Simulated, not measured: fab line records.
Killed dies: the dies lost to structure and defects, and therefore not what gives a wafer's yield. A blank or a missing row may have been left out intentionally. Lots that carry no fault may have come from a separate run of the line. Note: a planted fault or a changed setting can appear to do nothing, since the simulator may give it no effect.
A lot that was struck, set against a sound lot -- flow nand-harc -- 15 steps out of a route of 1302
Sound: these wafers, L431.1, L431.3, L431.6. Wafers L433.1, L433.2, L433.4 were the ones struck. The cause comes at the end.
For every step that has rows: the tool of each side, followed by ch and its chambers, followed by its first start. Under that, the readings that differ: sound wafers -- struck wafers -- difference of the means -- sigmas: that difference in standard deviations of wafers without a fault.
alike: a reading whose means differ by less than 2 such deviations, as well as words and numbers matching on both sides. not compared: withheld readings; readings where some wafer has no value; bounds like >300 that might hide an equal value; numbers whose values overlap and for which the record gives no deviation.
Wherever a step has rows on one side only, a row that says differs or no value, or a row with sigmas, the two part there. When numbers do not overlap yet have no deviation, they are printed without sigmas and do not part them. Lack of a reading on every wafer of one side parts them only where that side has two or more wafers.

first, 3 steps without rows for these wafers: NHARC_THIN_TSV_EXPOSE_09 (exposes mask TSV); NHARC_THIN_TSV_PEB_10 (peb time 85 s); NHARC_THIN_TSV_DEVELOP_11 (time 70 s).
NHARC_THIN_TSV_CD_MEAS_12: the cd target is 1000 nm.
  sound on cd-sem-03 ch 0, day 23 18:20; struck on cd-sem-02 ch 0, day 25 14:04
  alike: cd-nm
then, 2 steps without rows for these wafers: NHARC_THIN_TSV_HARDBAKE_13 (time 80 s); NHARC_THIN_TSV_DESCUM_14 (chemistry O2, time 3 s).
NHARC_THIN_TSV_ETCH_44: etches the open film in CF4/O2, target depth 1594.2 nm, time 797.1 s.
  sound on rie-diel-12 ch 0,1, day 23 18:38; struck on rie-diel-04 ch 0,2,3, day 25 14:22
  alike: cf4-flow-sccm, drypump-motor-current-A, oes-product-au, rf-vpp-V, showerhead-plenum-p-Torr, throttle-valve-pct
  not compared: rf-hours-counter-h
NHARC_THIN_TSV_ETCH_15: target depth 3000 nm, bosch target overetch cycles 2, bosch etch step 2.8 s.
  sound on rie-si-04 ch 1,2,3, day 23 19:09; struck on rie-si-01 ch 0,1,3, day 25 14:53
  alike: drypump-motor-current-A, he-backside-leak-sccm
  not compared: rf-hours-counter-h
NHARC_THIN_TSV_CD_MEAS_16:
  sound: cd-sem-01 at day 23 19:18; struck: cd-sem-02 at day 25 15:01
  alike: cd-nm
NHARC_THIN_TSV_STRIP_45: strips in O2.
  sound on plasma-asher-02 ch 0,1, day 23 19:22; struck on plasma-asher-02 ch 0,1, day 25 15:06
  alike: drypump-motor-current-A, heater-power-w
  not compared: rf-hours-counter-h
then, 1 step without rows for these wafers: NHARC_THIN_TSV_STRIP_46 (strips in post etch residue remover, time 1200 s).
NHARC_THIN_TSV_DEP_47: deposits SiO2, target thk 200 nm.
  sound on pecvd-01 ch 1,2, day 23 20:10; struck on pecvd-04 ch 0,1,2, day 25 15:54
  alike: throttle-valve-pct
NHARC_THIN_TSV_ETCHBACK_48: etches the open film in C4F8/Ar, target depth 1028.5 nm, time 405.17 s.
  sound on rie-diel-12 ch 0,1,3, day 23 20:47; struck on rie-diel-04 ch 0,1,2, day 25 16:19
  no value came back on the struck wafers for bias-w (W), chamber-pressure-mTorr (mTorr), oes-product-au (a.u.), rf-vpp-V (V); on the sound wafers bias-w (W) reads 301.8 300.8 300.4
  not compared: rf-hours-counter-h
NHARC_THIN_TSV_STRIP_62: strips in N2/H2, time 20 s.
  sound on plasma-asher-01 ch 0,1, day 23 21:05; struck on plasma-asher-02 ch 0,1, day 25 16:40
  alike: drypump-motor-current-A, heater-power-w
  not compared: rf-hours-counter-h
NHARC_END_SORT_01:
  only the struck wafers appear in the record here, on prober-01 ch 0 at day 26 06:53; the sound ones have no rows

## WHERE THEY PART
Earliest at NHARC_THIN_TSV_ETCHBACK_48; latest, in this record, at NHARC_END_SORT_01.

WHY: whatever the simulator had introduced
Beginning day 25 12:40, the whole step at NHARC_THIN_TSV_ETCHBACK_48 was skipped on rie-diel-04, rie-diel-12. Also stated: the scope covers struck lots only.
